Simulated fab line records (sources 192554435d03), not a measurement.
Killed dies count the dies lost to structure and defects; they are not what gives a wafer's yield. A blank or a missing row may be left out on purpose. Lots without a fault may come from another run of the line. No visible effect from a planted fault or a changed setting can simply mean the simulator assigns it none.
The tool behind it: which one? | flow n5-finfet | 10 lots with 30 wafers sampled at 5 steps, on a route of 1938 steps

## WHAT THE GAUGES READ, wafer by wafer
N5_SD_EPI_N_OVL_MEAS_10. Usual: SD_N_BLK_OVL 0.1 nm, standard deviation 0.83.
lot  | measured    | on         | SD_N_BLK_OVL (nm) | flag
L879 | day 3 11:22 | overlay-02 | -0.9 -0.2 -1.1    |
L881 | day 3 20:31 | overlay-02 | -0.9 0.1 -1.0     |
L882 | day 4 00:24 | overlay-02 | -0.8 -0.3 -0.6    |
L883 | day 4 08:49 | overlay-01 | 1.2 1.7 2.0       |
L884 | day 4 16:40 | overlay-02 | 0.1 -0.2 -0.5     |
L885 | day 4 20:29 | overlay-01 | 0.0 0.5 1.1       |
L888 | day 5 13:47 | overlay-02 | 1.6 1.0 1.3       |
L890 | day 6 06:08 | overlay-02 | 0.4 0.4 0.8       |
L895 | day 7 06:58 | overlay-02 | 0.0 -0.9 1.1      |
L897 | day 7 18:52 | overlay-01 | -1.4 -1.1 -1.0    |

N5_BEOL_M4_RC_MEAS_101. Usual: DIBL_N 36.2 mV/V, standard deviation 1.2; DIBL_P 36.3 mV/V, standard deviation 1.3; IOFF_N 0.155 nA/um, standard deviation 0.019; IOFF_P 0.210 nA/um, standard deviation 0.029; ION_N 677 uA/um, standard deviation 8.6; ION_P 465 uA/um, standard deviation 6.8; SS_N 71.4 mV/dec, standard deviation 0.48; SS_P 73.2 mV/dec, standard deviation 0.53; VT_N 249.9 mV, standard deviation 2.4; VT_P -250 mV, standard deviation 3.2.
lot  | measured     | on        | DIBL_N (mV/V)  | DIBL_P (mV/V)  | IOFF_N (nA/um)    | IOFF_P (nA/um)    | ION_N (uA/um) | ION_P (uA/um) | SS_N (mV/dec)  | SS_P (mV/dec)  | VT_N (mV)         | VT_P (mV)      | flag
L879 | day 8 08:42  | prober-01 | 35.3 36.7 34.3 | 36.5 38.1 35.1 | 0.138 0.162 0.116 | 0.190 0.215 0.163 | 682 675 674   | 470 464 460   | 70.8 72.0 70.3 | 73.2 73.5 72.9 | 250.0 250.2 257.5 | -251 -249 -254 |
L881 | day 8 20:08  | prober-01 | 34.5 34.6 34.0 | 35.1 34.9 34.1 | 0.138 0.140 0.121 | 0.196 0.194 0.177 | 682 670 664   | 470 465 456   | 70.4 70.7 70.3 | 73.4 72.7 72.9 | 250.0 251.1 253.0 | -249 -251 -254 |
L882 | day 9 07:53  | prober-02 | 35.7 37.4 37.0 | 36.0 38.4 37.4 | 0.144 0.182 0.166 | 0.215 0.245 0.222 | 671 678 666   | 463 469 464   | 71.6 70.9 71.0 | 73.4 74.0 73.7 | 251.6 246.6 249.5 | -249 -247 -248 |
L883 | day 9 14:22  | prober-02 | 37.6 37.2 36.1 | 37.0 36.6 35.7 | 0.164 0.149 0.144 | 0.198 0.181 0.183 | 679 673 674   | 458 457 465   | 71.6 71.4 71.0 | 73.7 74.1 73.3 | 248.7 252.1 251.6 | -252 -253 -251 |
L884 | day 10 00:17 | prober-02 | 35.7 34.8 33.7 | 36.7 35.9 34.1 | 0.176 0.147 0.128 | 0.239 0.219 0.190 | 682 680 681   | 470 474 467   | 71.8 70.9 70.7 | 72.9 74.0 73.0 | 251.2 250.3 250.1 | -250 -252 -250 |
L885 | day 10 17:09 | prober-01 | 35.4 36.3 34.9 | 36.0 36.8 35.4 | 0.149 0.161 0.133 | 0.187 0.198 0.178 | 678 689 667   | 464 469 464   | 71.4 71.6 71.3 | 72.9 73.5 73.0 | 248.8 249.3 252.8 | -254 -252 -255 |
L888 | day 11 05:05 | prober-01 | 34.4 36.1 37.6 | 33.4 36.1 37.4 | 0.117 0.154 0.181 | 0.192 0.227 0.253 | 669 680 684   | 470 474 470   | 70.6 71.4 71.6 | 72.5 73.4 74.0 | 253.2 250.9 246.6 | -245 -247 -247 |
L890 | day 11 21:41 | prober-01 | 35.9 34.9 37.9 | 36.1 34.8 38.3 | 0.138 0.127 0.181 | 0.197 0.173 0.234 | 662 664 681   | 462 461 466   | 71.7 71.5 72.2 | 73.6 72.1 73.4 | 251.8 252.5 248.7 | -250 -252 -250 |
L895 | day 13 04:23 | prober-02 | 38.3 38.5 37.0 | 36.4 36.8 35.2 | 0.164 0.166 0.143 | 0.178 0.186 0.159 | 679 676 678   | 460 451 459   | 70.9 71.7 71.3 | 73.2 73.6 72.5 | 250.1 251.8 249.1 | -255 -254 -256 |
L897 | day 12 20:55 | prober-02 | 35.8 35.6 34.0 | 36.8 36.4 34.9 | 0.170 0.158 0.139 | 0.225 0.217 0.197 | 678 681 679   | 472 469 467   | 71.5 71.2 70.5 | 73.3 73.2 73.4 | 245.8 249.6 247.4 | -248 -248 -249 |

## EACH LOT AND THE TOOL THAT RAN IT (in order: tool; ch and the chambers of the sampled wafers; start)
lot  | N5_DUMMY_GATE_STRIP_41            | N5_DUMMY_GATE_ETCH_23           | N5_SD_EPI_N_COAT_32
L879 | rie-diel-06 ch 0,1, day 3 09:46   | rie-si-03 ch 0,2,3, day 3 10:01 | litho-track-02 ch 0, day 3 11:06
L881 | rie-diel-06 ch 0,1, day 3 18:40   | rie-si-03 ch 0,1,3, day 3 18:53 | litho-track-03 ch 0, day 3 20:07
L882 | rie-diel-03 ch 0,2,3, day 3 22:40 | rie-si-05 ch 0,1,2, day 3 22:55 | litho-track-05 ch 0, day 4 00:00
L883 | rie-diel-05 ch 0,1, day 4 06:47   | rie-si-05 ch 0,2,3, day 4 07:01 | litho-track-05 ch 0, day 4 08:25
L884 | rie-diel-05 ch 1,2, day 4 14:52   | rie-si-05 ch 0,1,3, day 4 15:06 | litho-track-05 ch 0, day 4 16:16
L885 | rie-diel-05 ch 0,1,2, day 4 18:25 | rie-si-03 ch 0,1, day 4 18:38   | litho-track-02 ch 0, day 4 20:06
L888 | rie-diel-06 ch 0,1,2, day 5 10:14 | rie-si-04 ch 0,3, day 5 10:29   | litho-track-05 ch 0, day 5 13:31
L890 | rie-diel-06 ch 2,3, day 6 03:51   | rie-si-04 ch 0,3, day 6 04:05   | litho-track-02 ch 0, day 6 05:44
L895 | rie-diel-06 ch 0,3, day 7 04:56   | rie-si-04 ch 0,1, day 7 05:10   | litho-track-03 ch 0, day 7 06:34
L897 | rie-diel-06 ch 0,2,3, day 7 16:32 | rie-si-03 ch 1,3, day 7 16:46   | litho-track-03 ch 0, day 7 18:29
- N5_DUMMY_GATE_STRIP_41: strips in O2.
- N5_DUMMY_GATE_ETCH_23: etches poly-Si in HBr/Cl2/O2, target depth 41 nm, time 22.3 s.
- N5_SD_EPI_N_COAT_32: time 60 s, resist thk 350 nm.

## WHAT THE TOOLS THEMSELVES READ (means of the sampled wafers that have a number; where no wafer has one, the mark that the record gives instead)
N5_DUMMY_GATE_STRIP_41. Usual: drypump-motor-current-A 5.4 A, standard deviation 0.37; oes-product-au 0.77 a.u., standard deviation 0.074; rf-vpp-V 3.6 V, standard deviation 0.45; showerhead-plenum-p-Torr 2.09 Torr, standard deviation 0.049; throttle-valve-pct 16.70 %, standard deviation 0.23.
lot  | tool        | drypump-motor-current-A (A) | oes-product-au (a.u.) | rf-vpp-V (V) | showerhead-plenum-p-Torr (Torr) | throttle-valve-pct (%) | flag
L879 | rie-diel-06 | 5.5                         | 0.74                  | 3.6          | 2.05                            | 16.84                  |
L881 | rie-diel-06 | 5.6                         | 0.72                  | 3.6          | 2.02                            | 16.83                  |
L882 | rie-diel-03 | 5.8                         | 0.73                  | 4.1          | 2.12                            | 16.66                  |
L883 | rie-diel-05 | 4.9                         | 0.78                  | 3.3          | 2.07                            | 16.72                  |
L884 | rie-diel-05 | 5.2                         | 0.89                  | 3.5          | 2.07                            | 16.54                  |
L885 | rie-diel-05 | 5.3                         | 0.82                  | 3.9          | 2.08                            | 16.71                  |
L888 | rie-diel-06 | 5.6                         | 0.75                  | 3.8          | 2.07                            | 16.80                  |
L890 | rie-diel-06 | 5.4                         | 0.73                  | 3.6          | 2.09                            | 16.89                  |
L895 | rie-diel-06 | 5.3                         | 0.71                  | 3.3          | 2.07                            | 16.97                  |
L897 | rie-diel-06 | 5.5                         | 0.74                  | 3.5          | 2.09                            | 16.88                  |

N5_DUMMY_GATE_ETCH_23. Usual: drypump-motor-current-A 5.8 A, standard deviation 0.31; oes-product-au 1.000 a.u., standard deviation 0.016; throttle-valve-pct 37.3 %, standard deviation 0.33.
lot  | tool      | drypump-motor-current-A (A) | oes-product-au (a.u.) | throttle-valve-pct (%) | flag
L879 | rie-si-03 | 5.9                         | 0.993                 | 36.9                   |
L881 | rie-si-03 | 5.8                         | 0.996                 | 37.0                   |
L882 | rie-si-05 | 5.8                         | 1.013                 | 37.4                   |
L883 | rie-si-05 | 5.8                         | 1.029                 | 37.3                   |
L884 | rie-si-05 | 5.8                         | 1.006                 | 37.3                   |
L885 | rie-si-03 | 5.9                         | 0.982                 | 37.2                   |
L888 | rie-si-04 | 5.9                         | 0.987                 | 37.8                   |
L890 | rie-si-04 | 5.9                         | 0.998                 | 37.8                   |
L895 | rie-si-04 | 6.3                         | 1.004                 | 37.5                   |
L897 | rie-si-03 | 5.8                         | 0.998                 | 37.2                   |

N5_SD_EPI_N_COAT_32. Usual: heater-power-total-W 500.5 W, standard deviation 1.7; run-length-s 66.31 s, standard deviation 0.14.
lot  | tool           | heater-power-total-W (W) | run-length-s (s) | flag
L879 | litho-track-02 | 500.8                    | 66.44            |
L881 | litho-track-03 | 500.7                    | 66.39            |
L882 | litho-track-05 | 502.4                    | 66.23            |
L883 | litho-track-05 | 499.6                    | 66.21            |
L884 | litho-track-05 | 499.8                    | 66.34            |
L885 | litho-track-02 | 500.2                    | 66.47            |
L888 | litho-track-05 | 501.0                    | 66.19            |
L890 | litho-track-02 | 501.8                    | 66.39            |
L895 | litho-track-03 | 549.6                    | 59.45            | OFF
L897 | litho-track-03 | 548.5                    | 59.44            | OFF

## THE ANSWER, worked out from the rows above alone
Rule: a lot counts as off when the mean over its wafers that have a number is more than 3 standard deviations away from the usual mean. A lot without any number at a reading at which 4 lots or more have one is off too. Any other lot the step has rows for is counted as sound. The gauges are gone through in route order, then the tools' own readings, and for those a lot's mean is taken as printed above. The first step at which some lot is off is used, and at that step the reading that is off furthest; a lot without a number counts as furthest.
Off: L895, L897 (N5_SD_EPI_N_COAT_32, run-length-s).
If a tool, at that step or one of the process steps before it, ran each lot that is off and ran no sound lot following the first of them, it fits. Can't be told from this: 2 tools fit, rie-diel-06 at N5_DUMMY_GATE_STRIP_41, litho-track-03 at N5_SD_EPI_N_COAT_32.

## WHAT THE SIMULATOR PUT IN
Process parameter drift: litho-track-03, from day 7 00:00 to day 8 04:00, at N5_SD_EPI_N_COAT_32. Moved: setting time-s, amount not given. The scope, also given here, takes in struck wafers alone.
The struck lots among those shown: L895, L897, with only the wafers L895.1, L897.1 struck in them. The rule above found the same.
